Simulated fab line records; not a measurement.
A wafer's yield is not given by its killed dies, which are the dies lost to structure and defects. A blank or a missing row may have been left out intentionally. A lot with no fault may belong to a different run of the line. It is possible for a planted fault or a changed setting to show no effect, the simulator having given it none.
fab line records + flow nand-harc
record:
- lots: 14
- wafers: 42
- last-day: 33
route steps=1302 shown A_CONTACT@1102 A_M0@1144
lots untouched by any fault: they come from a run of this same line in which no faults occurred
start-h: hours from the record's opening day to when the first of the lot's shown wafers began + wait-h: time in hours since the lot's previous step + " same as the row above + L1.1+2: several wafers, shown together as one row + - either no value or no given start + * or withheld: withheld + < > ~ a bound
route shown NAME@n: a module of which the file shows steps, and the number in the route of the first + usual: average and standard deviation across the fault-free wafers + same: alike in all rows + chamber/n: place in a boat + sites: each site's reading + _std_site: how widely they spread, as a standard deviation + _edge_site: the outer-site mean with the inner-site mean subtracted + radius-mm: for every site, how far away it sits from the centre of the wafer + mask NAME#n: copy n + behind: the tool/chamber that last shaped the wafer + hold: why the lot was held/for how many hours/how that ended + device: names the non-switching transistor (n, p or np) + end of line: tests of these same wafers at the route's end + a step with no rows: only its recipe + killed: the dies lost at the first sort to structure and to defects; this is not the yield of the wafer + map: shows each die of a wafer: x if killed, . if not, _ if none is there
set.NAME: the setting as run; set.NAME@STEP: as run at that earlier step + model.NAME: the simulator's own value behind a step, which no gauge read
steps of the route over a sample of lots; a table a step, a row a wafer
services: a tool's chamber out of use, with start hour (start-h, from the record's first day; less than 0 if before it), hours out, and reason
== steps ==
step: NHARC_A_CONTACT_CVD_19
recipe:
- target-thk-a: 3000
- temp-c: 300
- pressure-torr: 40
- wf6-flow-sccm: 40
- h2-flow-sccm: 1600
- ar-flow-sccm: 1560
- time-s: 802
- material: W
usual:
- heater-power-w: 460/27
- throttle-valve-pct: 7.86/0.27
same:
- time-s: 802
| lot.wafer | tool     | chamber | start-h | wait-h | heater-power-w | throttle-valve-pct |
|-----------|----------|---------|---------|--------|----------------|--------------------|
| L363.1    | cvd-w-02 | 1       | -       | -      | 430            | 7.89               |
| L363.3    | "        | 0       | "       | "      | 486            | 7.88               |
| L363.5    | "        | 1       | "       | "      | 433            | 8.05               |
| L361.2    | cvd-w-01 | 1       | -       | -      | 494            | 7.27               |
| L361.3    | "        | 1       | "       | "      | 503            | 7.20               |
| L361.4    | "        | 0       | "       | "      | 431            | 7.87               |
| L362.2    | cvd-w-02 | 1       | -       | -      | 424            | 8.10               |
| L362.1    | "        | 0       | "       | "      | 489            | 7.79               |
| L362.4    | "        | 0       | "       | "      | 462            | 7.70               |
| L364.1    | cvd-w-02 | 1       | -       | -      | 437            | 7.72               |
| L364.3    | "        | 1       | "       | "      | 425            | 7.75               |
| L364.4    | "        | 0       | "       | "      | 485            | 7.92               |
| L366.4    | cvd-w-02 | 0       | -       | -      | 485            | 7.94               |
| L366.3    | "        | 1       | "       | "      | 437            | 8.09               |
| L366.6    | "        | 0       | "       | "      | 485            | 7.63               |
| L365.1    | cvd-w-02 | 1       | -       | -      | 435            | 7.86               |
| L365.3    | "        | 1       | "       | "      | 426            | 7.80               |
| L365.6    | "        | 1       | "       | "      | 430            | 7.97               |
| L367.2    | cvd-w-01 | 1       | -       | -      | 510            | 7.56               |
| L367.4    | "        | 1       | "       | "      | 490            | 7.54               |
| L367.5    | "        | 1       | "       | "      | 490            | 7.32               |
| L370.2    | cvd-w-02 | 0       | -       | -      | 475            | 8.03               |
| L370.4    | "        | 1       | "       | "      | 427            | 7.92               |
| L370.5    | "        | 1       | "       | "      | 433            | 8.03               |
| L369.2    | cvd-w-01 | 1       | -       | -      | 490            | 7.36               |
| L369.1    | "        | 0       | "       | "      | 446            | 8.22               |
| L369.5    | "        | 0       | "       | "      | 442            | 8.15               |
| L372.4    | cvd-w-01 | 0       | -       | -      | 431            | 8.01               |
| L372.5    | "        | 1       | "       | "      | 490            | 7.37               |
| L372.6    | "        | 0       | "       | "      | 441            | 8.33               |
| L379.2    | cvd-w-02 | 1       | -       | -      | 424            | 7.82               |
| L379.4    | "        | 1       | "       | "      | 441            | 7.92               |
| L379.6    | "        | 1       | "       | "      | 414            | 7.88               |
| L384.2    | cvd-w-02 | 1       | -       | -      | 439            | 8.03               |
| L384.4    | "        | 0       | "       | "      | 458            | 8.21               |
| L384.3    | "        | 1       | "       | "      | 430            | 8.06               |
| L381.1    | cvd-w-02 | 1       | -       | -      | 418            | 7.80               |
| L381.4    | "        | 1       | "       | "      | 433            | 8.18               |
| L381.3    | "        | 0       | "       | "      | 486            | 7.89               |
| L383.1    | cvd-w-01 | 0       | -       | -      | 446            | 7.89               |
| L383.2    | "        | 1       | "       | "      | 495            | 7.57               |
| L383.5    | "        | 0       | "       | "      | 451            | 7.92               |
step: NHARC_A_M0_EXPOSE_06
recipe:
- na: 1.35
- target-cd-nm: 80
- dose-mj: 83.25
- mask-id: A_M0
usual:
- exposure-dose-mJ-cm2: 83.27/0.092
- focus-offset-nm: 0.1/0.53
| lot.wafer | tool            | chamber | start-h | wait-h | mask   | exposure-dose-mJ-cm2 | focus-offset-nm |
|-----------|-----------------|---------|---------|--------|--------|----------------------|-----------------|
| L363.1    | arfi-scanner-03 | 0       | 528.94  | -      | A_M0#0 | 83.21                | -0.1            |
| L363.3    | "               | 0       | "       | "      | A_M0#0 | 83.17                | 0.2             |
| L363.5    | "               | 0       | "       | "      | A_M0#0 | 83.21                | 0.2             |
| L361.2    | arfi-scanner-01 | 0       | 529.97  | -      | A_M0#0 | 83.34                | 0.3             |
| L361.3    | "               | 0       | "       | "      | A_M0#0 | 83.37                | -0.6            |
| L361.4    | "               | 0       | "       | "      | A_M0#0 | 83.22                | -1.2            |
| L362.1    | arfi-scanner-02 | 0       | 532.05  | -      | A_M0#0 | 83.46                | 0.4             |
| L362.2    | "               | 0       | "       | "      | A_M0#0 | 83.39                | -1.0            |
| L362.4    | "               | 0       | "       | "      | A_M0#0 | 83.39                | -0.2            |
| L364.1    | arfi-scanner-01 | 0       | 564.01  | -      | A_M0#0 | 83.39                | -0.2            |
| L364.3    | "               | 0       | "       | "      | A_M0#0 | 83.23                | 0.9             |
| L364.4    | "               | 0       | "       | "      | A_M0#0 | 83.25                | -0.9            |
| L366.3    | arfi-scanner-03 | 0       | 566.57  | -      | A_M0#0 | 83.18                | -0.3            |
| L366.4    | "               | 0       | "       | "      | A_M0#0 | 83.20                | 0.1             |
| L366.6    | "               | 0       | "       | "      | A_M0#0 | 83.22                | 0.4             |
| L365.1    | arfi-scanner-01 | 0       | 568.91  | -      | A_M0#0 | 83.12                | 0.7             |
| L365.3    | "               | 0       | "       | "      | A_M0#0 | 83.19                | 0.1             |
| L365.6    | "               | 0       | "       | "      | A_M0#0 | 83.14                | 0.3             |
| L367.2    | arfi-scanner-02 | 0       | 585.51  | -      | A_M0#0 | 83.18                | -0.1            |
| L367.4    | "               | 0       | "       | "      | A_M0#0 | 83.26                | 0.0             |
| L367.5    | "               | 0       | "       | "      | A_M0#0 | 83.28                | -0.7            |
| L370.2    | arfi-scanner-02 | 0       | 615.52  | -      | A_M0#0 | 83.25                | -0.6            |
| L370.4    | "               | 0       | "       | "      | A_M0#0 | 83.41                | -0.4            |
| L370.5    | "               | 0       | "       | "      | A_M0#0 | 83.25                | -0.9            |
| L369.1    | arfi-scanner-03 | 0       | 615.86  | -      | A_M0#0 | 83.13                | 0.1             |
| L369.2    | "               | 0       | "       | "      | A_M0#0 | 83.14                | -0.3            |
| L369.5    | "               | 0       | "       | "      | A_M0#0 | 83.18                | 0.2             |
| L372.4    | arfi-scanner-03 | 0       | 629.16  | -      | A_M0#0 | 83.38                | 0.9             |
| L372.5    | "               | 0       | "       | "      | A_M0#0 | 83.29                | 0.2             |
| L372.6    | "               | 0       | "       | "      | A_M0#0 | 83.34                | 0.9             |
| L379.2    | arfi-scanner-02 | 0       | 698.40  | -      | A_M0#0 | 102.62               | 0.4             |
| L379.4    | "               | 0       | "       | "      | A_M0#0 | 102.78               | -0.1            |
| L379.6    | "               | 0       | "       | "      | A_M0#0 | 102.71               | -0.3            |
| L384.2    | arfi-scanner-03 | 0       | 740.08  | -      | A_M0#0 | 83.28                | 0.7             |
| L384.3    | "               | 0       | "       | "      | A_M0#0 | 83.29                | 0.6             |
| L384.4    | "               | 0       | "       | "      | A_M0#0 | 83.35                | 0.5             |
| L381.1    | arfi-scanner-02 | 0       | 744.68  | -      | A_M0#0 | 98.91                | -0.3            |
| L381.3    | "               | 0       | "       | "      | A_M0#0 | 98.90                | -0.2            |
| L381.4    | "               | 0       | "       | "      | A_M0#0 | 98.90                | -0.2            |
| L383.1    | arfi-scanner-01 | 0       | 751.31  | -      | A_M0#0 | 83.27                | 0.3             |
| L383.2    | "               | 0       | "       | "      | A_M0#0 | 83.31                | -0.8            |
| L383.5    | "               | 0       | "       | "      | A_M0#0 | 83.23                | -0.3            |
step: NHARC_A_M0_CD_MEAS_09
recipe:
- target-cd-nm: 80
- landing-energy-ev: 500
usual:
- cd-nm: 80.2/0.93
| lot.wafer | tool      | chamber | start-h | wait-h | cd-nm |
|-----------|-----------|---------|---------|--------|-------|
| L363.1    | cd-sem-03 | 0       | 529.08  | -      | 80.0  |
| L363.3    | "         | 0       | "       | "      | 79.3  |
| L363.5    | "         | 0       | "       | "      | 80.1  |
| L361.2    | cd-sem-01 | 0       | 530.12  | -      | 80.0  |
| L361.3    | "         | 0       | "       | "      | 79.9  |
| L361.4    | "         | 0       | "       | "      | 81.9  |
| L362.1    | cd-sem-02 | 0       | 532.19  | -      | 79.8  |
| L362.2    | "         | 0       | "       | "      | 79.7  |
| L362.4    | "         | 0       | "       | "      | 82.0  |
| L364.1    | cd-sem-01 | 0       | 564.14  | -      | 79.6  |
| L364.3    | "         | 0       | "       | "      | 79.2  |
| L364.4    | "         | 0       | "       | "      | 80.9  |
| L366.3    | cd-sem-02 | 0       | 566.71  | -      | 79.8  |
| L366.4    | "         | 0       | "       | "      | 80.1  |
| L366.6    | "         | 0       | "       | "      | 80.0  |
| L365.1    | cd-sem-03 | 0       | 569.05  | -      | 80.8  |
| L365.3    | "         | 0       | "       | "      | 80.2  |
| L365.6    | "         | 0       | "       | "      | 82.8  |
| L367.2    | cd-sem-01 | 0       | 585.65  | -      | 78.3  |
| L367.4    | "         | 0       | "       | "      | 78.7  |
| L367.5    | "         | 0       | "       | "      | 80.7  |
| L370.2    | cd-sem-01 | 0       | 615.66  | -      | 80.9  |
| L370.4    | "         | 0       | "       | "      | 82.8  |
| L370.5    | "         | 0       | "       | "      | 80.9  |
| L369.1    | cd-sem-01 | 0       | 616.00  | -      | 80.0  |
| L369.2    | "         | 0       | "       | "      | 79.6  |
| L369.5    | "         | 0       | "       | "      | 79.5  |
| L372.4    | cd-sem-02 | 0       | 629.29  | -      | 79.6  |
| L372.5    | "         | 0       | "       | "      | 80.8  |
| L372.6    | "         | 0       | "       | "      | 80.4  |
| L379.2    | cd-sem-02 | 0       | 698.54  | -      | 93.4  |
| L379.4    | "         | 0       | "       | "      | 93.0  |
| L379.6    | "         | 0       | "       | "      | 93.7  |
| L384.2    | cd-sem-03 | 0       | 740.22  | -      | 80.8  |
| L384.3    | "         | 0       | "       | "      | 79.6  |
| L384.4    | "         | 0       | "       | "      | 79.4  |
| L381.1    | cd-sem-03 | 0       | 744.82  | -      | 94.0  |
| L381.3    | "         | 0       | "       | "      | 90.0  |
| L381.4    | "         | 0       | "       | "      | 91.5  |
| L383.1    | cd-sem-01 | 0       | 751.45  | -      | 78.8  |
| L383.2    | "         | 0       | "       | "      | 77.7  |
| L383.5    | "         | 0       | "       | "      | 79.1  |
step: NHARC_A_M0_CD_MEAS_16
usual:
- cd-nm: 80.1/1.2
| lot.wafer | tool      | chamber | start-h | wait-h | cd-nm |
|-----------|-----------|---------|---------|--------|-------|
| L363.1    | cd-sem-03 | -       | 529.57  | -      | 80.4  |
| L363.3    | "         | -       | "       | "      | 80.4  |
| L363.5    | "         | -       | "       | "      | 80.7  |
| L361.2    | cd-sem-02 | -       | 530.60  | -      | 79.9  |
| L361.3    | "         | -       | "       | "      | 80.4  |
| L361.4    | "         | -       | "       | "      | 81.9  |
| L362.1    | cd-sem-02 | -       | 532.72  | -      | 79.4  |
| L362.2    | "         | -       | "       | "      | 79.7  |
| L362.4    | "         | -       | "       | "      | 81.6  |
| L364.1    | cd-sem-02 | -       | 564.63  | -      | 80.7  |
| L364.3    | "         | -       | "       | "      | 79.2  |
| L364.4    | "         | -       | "       | "      | 80.3  |
| L366.3    | cd-sem-01 | -       | 567.20  | -      | 80.6  |
| L366.4    | "         | -       | "       | "      | 80.5  |
| L366.6    | "         | -       | "       | "      | 79.8  |
| L365.1    | cd-sem-02 | -       | 569.56  | -      | 81.4  |
| L365.3    | "         | -       | "       | "      | 80.8  |
| L365.6    | "         | -       | "       | "      | 83.3  |
| L367.2    | cd-sem-01 | -       | 586.14  | -      | 78.5  |
| L367.4    | "         | -       | "       | "      | 79.3  |
| L367.5    | "         | -       | "       | "      | 79.8  |
| L370.2    | cd-sem-03 | -       | 616.20  | -      | 79.8  |
| L370.4    | "         | -       | "       | "      | 81.7  |
| L370.5    | "         | -       | "       | "      | 81.8  |
| L369.1    | cd-sem-02 | -       | 616.53  | -      | 80.4  |
| L369.2    | "         | -       | "       | "      | 79.7  |
| L369.5    | "         | -       | "       | "      | 78.6  |
| L372.4    | cd-sem-01 | -       | 629.81  | -      | 80.3  |
| L372.5    | "         | -       | "       | "      | 81.2  |
| L372.6    | "         | -       | "       | "      | 80.8  |
| L379.2    | cd-sem-03 | -       | 699.02  | -      | 93.0  |
| L379.4    | "         | -       | "       | "      | 93.2  |
| L379.6    | "         | -       | "       | "      | 93.3  |
| L384.2    | cd-sem-01 | -       | 740.70  | -      | 78.5  |
| L384.3    | "         | -       | "       | "      | 79.6  |
| L384.4    | "         | -       | "       | "      | 79.6  |
| L381.1    | cd-sem-03 | -       | 745.30  | -      | 92.9  |
| L381.3    | "         | -       | "       | "      | 90.3  |
| L381.4    | "         | -       | "       | "      | 92.2  |
| L383.1    | cd-sem-01 | -       | 751.93  | -      | 80.0  |
| L383.2    | "         | -       | "       | "      | 77.9  |
| L383.5    | "         | -       | "       | "      | 77.7  |
step: NHARC_A_M0_PRE_CLEAN_29
recipe:
- time-s: 30
- temp-c: 280
- gas: H2/He
usual:
- heater-power-w: 400/41
same:
- time-s: 30
| lot.wafer | tool           | chamber | start-h | wait-h | heater-power-w |
|-----------|----------------|---------|---------|--------|----------------|
| L363.1    | pvd-sputter-01 | -       | -       | -      | 381            |
| L363.3    | "              | -       | "       | "      | 376            |
| L363.5    | "              | -       | "       | "      | 391            |
| L361.2    | pvd-sputter-02 | -       | -       | -      | 455            |
| L361.4    | "              | -       | "       | "      | 386            |
| L361.3    | "              | -       | "       | "      | 358            |
| L362.4    | pvd-sputter-02 | -       | -       | -      | 450            |
| L362.2    | "              | -       | "       | "      | 431            |
| L362.1    | "              | -       | "       | "      | 404            |
| L364.4    | pvd-sputter-03 | -       | -       | -      | 346            |
| L364.3    | "              | -       | "       | "      | 482            |
| L364.1    | "              | -       | "       | "      | 359            |
| L366.3    | pvd-sputter-02 | -       | -       | -      | 392            |
| L366.4    | "              | -       | "       | "      | 351            |
| L366.6    | "              | -       | "       | "      | 467            |
| L365.1    | pvd-sputter-02 | -       | -       | -      | 354            |
| L365.3    | "              | -       | "       | "      | 464            |
| L365.6    | "              | -       | "       | "      | 350            |
| L367.2    | pvd-sputter-03 | -       | -       | -      | 349            |
| L367.4    | "              | -       | "       | "      | 345            |
| L367.5    | "              | -       | "       | "      | 483            |
| L370.2    | pvd-sputter-01 | -       | -       | -      | 410            |
| L370.4    | "              | -       | "       | "      | 371            |
| L370.5    | "              | -       | "       | "      | 370            |
| L369.1    | pvd-sputter-03 | -       | -       | -      | 333            |
| L369.2    | "              | -       | "       | "      | 489            |
| L369.5    | "              | -       | "       | "      | 345            |
| L372.4    | pvd-sputter-02 | -       | -       | -      | 435            |
| L372.5    | "              | -       | "       | "      | 387            |
| L372.6    | "              | -       | "       | "      | 356            |
| L379.4    | pvd-sputter-02 | -       | -       | -      | 425            |
| L379.2    | "              | -       | "       | "      | 478            |
| L379.6    | "              | -       | "       | "      | 395            |
| L384.4    | pvd-sputter-01 | -       | -       | -      | 384            |
| L384.3    | "              | -       | "       | "      | 367            |
| L384.2    | "              | -       | "       | "      | 407            |
| L381.1    | pvd-sputter-02 | -       | -       | -      | 420            |
| L381.4    | "              | -       | "       | "      | 379            |
| L381.3    | "              | -       | "       | "      | 473            |
| L383.2    | pvd-sputter-03 | -       | -       | -      | 356            |
| L383.1    | "              | -       | "       | "      | 409            |
| L383.5    | "              | -       | "       | "      | 352            |
step: NHARC_A_M0_ANNEAL_30
recipe:
- temp-c: 225
- time-s: 90
usual:
- wafer_temp_C_max: 226.2/0.3
same:
- time-s: 90
| lot.wafer | tool          | chamber | start-h | wait-h | wafer_temp_C_max |
|-----------|---------------|---------|---------|--------|------------------|
| L363.1    | rtp-anneal-02 | 0       | 530.93  | -      | 226.2            |
| L363.3    | "             | 0       | "       | "      | 226.0            |
| L363.5    | "             | 0       | "       | "      | 226.2            |
| L361.2    | rtp-anneal-01 | 0       | 532.03  | -      | 226.6            |
| L361.3    | "             | 0       | "       | "      | 225.7            |
| L361.4    | "             | 0       | "       | "      | 226.5            |
| L362.1    | rtp-anneal-02 | 0       | 534.07  | -      | 226.0            |
| L362.2    | "             | 0       | "       | "      | 225.8            |
| L362.4    | "             | 0       | "       | "      | 225.9            |
| L364.1    | rtp-anneal-02 | 0       | 566.01  | 0.3    | 226.1            |
| L364.3    | "             | 0       | "       | "      | 226.5            |
| L364.4    | "             | 0       | "       | "      | 226.4            |
| L366.3    | rtp-anneal-01 | 0       | 568.65  | -      | 226.5            |
| L366.4    | "             | 0       | "       | "      | 226.9            |
| L366.6    | "             | 0       | "       | "      | 226.4            |
| L365.1    | rtp-anneal-02 | 0       | 570.92  | -      | 226.2            |
| L365.3    | "             | 0       | "       | "      | 226.1            |
| L365.6    | "             | 0       | "       | "      | 225.8            |
| L367.2    | rtp-anneal-02 | 0       | 587.63  | -      | 226.1            |
| L367.4    | "             | 0       | "       | "      | 226.1            |
| L367.5    | "             | 0       | "       | "      | 226.4            |
| L370.2    | rtp-anneal-01 | 0       | 617.62  | 0.4    | 225.8            |
| L370.4    | "             | 0       | "       | "      | 225.8            |
| L370.5    | "             | 0       | "       | "      | 225.8            |
| L369.1    | rtp-anneal-02 | 0       | 617.89  | -      | 226.1            |
| L369.2    | "             | 0       | "       | "      | 226.2            |
| L369.5    | "             | 0       | "       | "      | 225.9            |
| L372.4    | rtp-anneal-02 | 0       | 631.31  | -      | 226.3            |
| L372.5    | "             | 0       | "       | "      | 226.0            |
| L372.6    | "             | 0       | "       | "      | 225.9            |
| L379.2    | rtp-anneal-02 | 0       | 700.44  | 0.4    | 226.0            |
| L379.4    | "             | 0       | "       | "      | 225.8            |
| L379.6    | "             | 0       | "       | "      | 225.8            |
| L384.2    | rtp-anneal-01 | 0       | 742.22  | 0.3    | 226.3            |
| L384.3    | "             | 0       | "       | "      | 226.3            |
| L384.4    | "             | 0       | "       | "      | 226.0            |
| L381.1    | rtp-anneal-01 | 0       | 747.45  | -      | 226.3            |
| L381.3    | "             | 0       | "       | "      | 225.9            |
| L381.4    | "             | 0       | "       | "      | 226.1            |
| L383.1    | rtp-anneal-01 | 0       | 753.35  | 0.3    | 226.0            |
| L383.2    | "             | 0       | "       | "      | 227.0            |
| L383.5    | "             | 0       | "       | "      | 226.3            |
== services ==
| tool            | chamber | start-h | hours | kind   |
|-----------------|---------|---------|-------|--------|
| cvd-w-02        | 0       | 503.10  | 7.4   | repair |
| pvd-sputter-03  | -       | 526.05  | 10.0  | pm     |
| arfi-scanner-01 | -       | 530.94  | 2.1   | repair |
| arfi-scanner-03 | -       | 540.00  | 4.0   | pm     |
| cvd-w-01        | -       | 547.00  | 13.0  | pm     |
| pvd-sputter-02  | -       | 556.41  | 0.5   | repair |
| cvd-w-01        | 0       | 577.12  | 4.9   | repair |
| arfi-scanner-03 | -       | 582.17  | 1.9   | repair |
| pvd-sputter-01  | -       | 582.97  | 10.0  | pm     |
| arfi-scanner-01 | -       | 601.94  | 4.0   | pm     |
| cvd-w-02        | -       | 631.35  | 13.0  | pm     |
| pvd-sputter-02  | -       | 638.00  | 10.0  | pm     |
| arfi-scanner-02 | -       | 656.00  | 4.0   | pm     |
| pvd-sputter-03  | -       | 671.58  | 1.1   | repair |
| pvd-sputter-01  | -       | 674.90  | 4.6   | repair |
| arfi-scanner-03 | -       | 682.29  | 21.5  | repair |
| pvd-sputter-03  | -       | 703.25  | 4.3   | repair |
| pvd-sputter-03  | -       | 707.56  | 10.0  | pm     |
| arfi-scanner-03 | -       | 712.00  | 4.0   | pm     |
| cvd-w-01        | -       | 728.00  | 13.0  | pm     |
| cvd-w-02        | -       | 732.43  | 0.3   | repair |
| pvd-sputter-03  | -       | 742.65  | 3.8   | repair |
| rtp-anneal-02   | -       | 744.00  | 12.0  | pm     |
| arfi-scanner-02 | -       | 750.14  | 7.4   | repair |
== key ==
first-sign:
- step: NHARC_A_M0_EXPOSE_06
- reading: exposure-dose-mJ-cm2
- direction: up
- sigmas: 99+
- usual: 83.27
- struck: 100.80
effect:
- step: NHARC_A_M0_CD_MEAS_09
- reading: cd-nm
- direction: up
- sigmas: 13
- usual: 80.2
- struck: 92.6
- through: control-loop
effect:
- step: NHARC_A_M0_CD_MEAS_16
- reading: cd-nm
- direction: up
- sigmas: 11
- usual: 80.1
- struck: 92.5
- through: control-loop
met-at NHARC_A_M0_EXPOSE_06
struck-lots L379,L381
sort-left-out L379.2,L379.4,L379.6,L381.1,L381.3,L381.4
loop-trim:
- step: NHARC_A_M0_EXPOSE_06
- setting: dose
- lots: L381
not-acting-at NHARC_A_CONTACT_CVD_19,NHARC_A_M0_PRE_CLEAN_29,NHARC_A_M0_ANNEAL_30
onset-between 615.52 698.40
fault:
- kind: process-parameter-drift
- tool: arfi-scanner-02
- chamber: -
- onset-h: 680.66
- steps: NHARC_A_M0_EXPOSE_06
- channel: dose-mj
- offset: 19.549
- shape: step
- acts-in: these-recipes-only
- stated: 83.25
sort-left-out: the simulated sort isn't trusted on such a fault, so these wafers' sort isn't shown, and their yield isn't known
loop-trim: a control loop set the setting to another value than it would have without faults
